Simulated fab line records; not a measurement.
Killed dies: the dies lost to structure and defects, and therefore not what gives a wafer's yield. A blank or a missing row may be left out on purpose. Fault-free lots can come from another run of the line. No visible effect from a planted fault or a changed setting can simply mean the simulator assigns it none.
A lot that was struck, set against a sound lot | flow n5-finfet | 16 steps out of a route of 1938
Sound: these wafers, L680.2, L680.3, L680.6. Struck: wafer L676.5 (L676.3, L676.6, from the same lot, were not struck and are left out); the cause is given at the end.
For every step that has rows: the tool of each side, followed by ch and its chambers, followed by its first start. Under that, the readings that differ: sound wafers | struck wafers | difference of the means | sigmas: that difference in standard deviations of wafers without a fault.
alike: readings with means less than 2 such deviations apart, plus words and numbers identical on both sides. not compared: withheld readings, readings lacking a value on some wafer, bounds such as >300 that could conceal the same value, and numbers that have no deviation in the record and whose values overlap.
A row with sigmas, a row that says differs or no value, or rows on one side alone: a step with any of these is where the two part. Non-overlapping numbers with no deviation appear without sigmas and do not part them. A reading missing from all wafers of one side parts the sides only when that side holds two or more wafers.

first, 1 step without rows for these wafers: N5_BEOL_M4_SPUTTER_92 (material Cu, target thk 4.5 nm, time 8.29 s).
N5_BEOL_M4_ANNEAL_93: time 240 s.
  struck on pvd-sputter-02, day 12 10:56; sound on pvd-sputter-02, day 13 20:10
  alike: heater-power-w
N5_BEOL_M4_SPUTTER_94: material Cu, target thk 4.5 nm, time 8.29 s.
  struck on pvd-sputter-02, day 12 11:05; sound on pvd-sputter-02, day 13 20:18
  alike: throttle-valve-pct
then, 3 steps without rows for these wafers: N5_BEOL_M4_ANNEAL_95 (time 240 s); N5_BEOL_M4_SPUTTER_96 (material Cu, target thk 4.5 nm, time 8.29 s); N5_BEOL_M4_ECD_50 (material Cu, target thk 300 nm).
N5_BEOL_M4_ANNEAL_51: time 90 s.
  sound on rtp-anneal-01 ch 0, day 13 20:47; struck on rtp-anneal-02 ch 0, day 12 11:35
  reading          | sound             | struck | difference | sigmas
  wafer_temp_C_max | 226.2 226.4 226.4 | 225.5  | -0.8       | -2
then, 1 step without rows for these wafers: N5_BEOL_M4_CMP_52 (polishes, stops on SiOC, t overpolish 6.8 s, target thk 40 nm).
N5_BEOL_M4_THK_MEAS_53: measures by xrf.
  struck on film-metro-02, day 12 12:05; sound on film-metro-01, day 13 21:20
  alike: M4_THK
N5_BEOL_M4_PRE_CLEAN_60: time 15 s.
  sound on cvd-co-02 ch 2, day 13 21:22; struck on cvd-co-01 ch 2, day 12 12:07
  alike: heater-power-w
N5_BEOL_M4_CO_CAP_55: material Co, precursor CCTBA/H2, target thk 2 nm, time 102.1 s.
  sound on cvd-co-02 ch 2, day 13 21:25; struck on cvd-co-01 ch 2, day 12 12:10
  alike: heater-power-w
then, 1 step without rows for these wafers: N5_BEOL_M4_PRE_CLEAN_56 (time 15 s).
N5_BEOL_M4_DEP_57: deposits SiCN from 3MS/NH3, target thk 8 nm, time 14 s.
  sound on pecvd-02 ch 0,2, day 13 21:34; struck on pecvd-04 ch 2, day 12 12:17
  reading                                  | sound     | struck | difference | sigmas
  model.SiCN_of_BEOL_M4_DEP_57.thk-nm (nm) | 8 8.4 8.2 | 10.4   | +2.2       |
  alike: showerhead-plenum-p-Torr, throttle-valve-pct
N5_BEOL_M4_RS_MEAS_58: a four-point-probe measurement.
  struck on film-metro-02, day 12 12:21; sound on film-metro-01, day 13 21:38
  alike: M4_RS
N5_BEOL_M4_RC_MEAS_101:
  sound on prober-01 ch 0, day 13 21:51; struck on prober-01 ch 0, day 12 12:43
  reading       | sound       | struck | difference | sigmas
  ION_N (uA/um) | 681 690 682 | 661    | -23        | -2
  alike: DIBL_N, DIBL_P, IOFF_N, IOFF_P, ION_P, SS_N, SS_P, VT_N, VT_P
following that, these wafers have no rows for 1 step: N5_PASSIVATION_PROBE_49.

## WHERE THEY PART
Last at N5_BEOL_M4_RC_MEAS_101 as far as this record goes, first at N5_BEOL_M4_ANNEAL_51.

WHY: the cause the simulator had injected
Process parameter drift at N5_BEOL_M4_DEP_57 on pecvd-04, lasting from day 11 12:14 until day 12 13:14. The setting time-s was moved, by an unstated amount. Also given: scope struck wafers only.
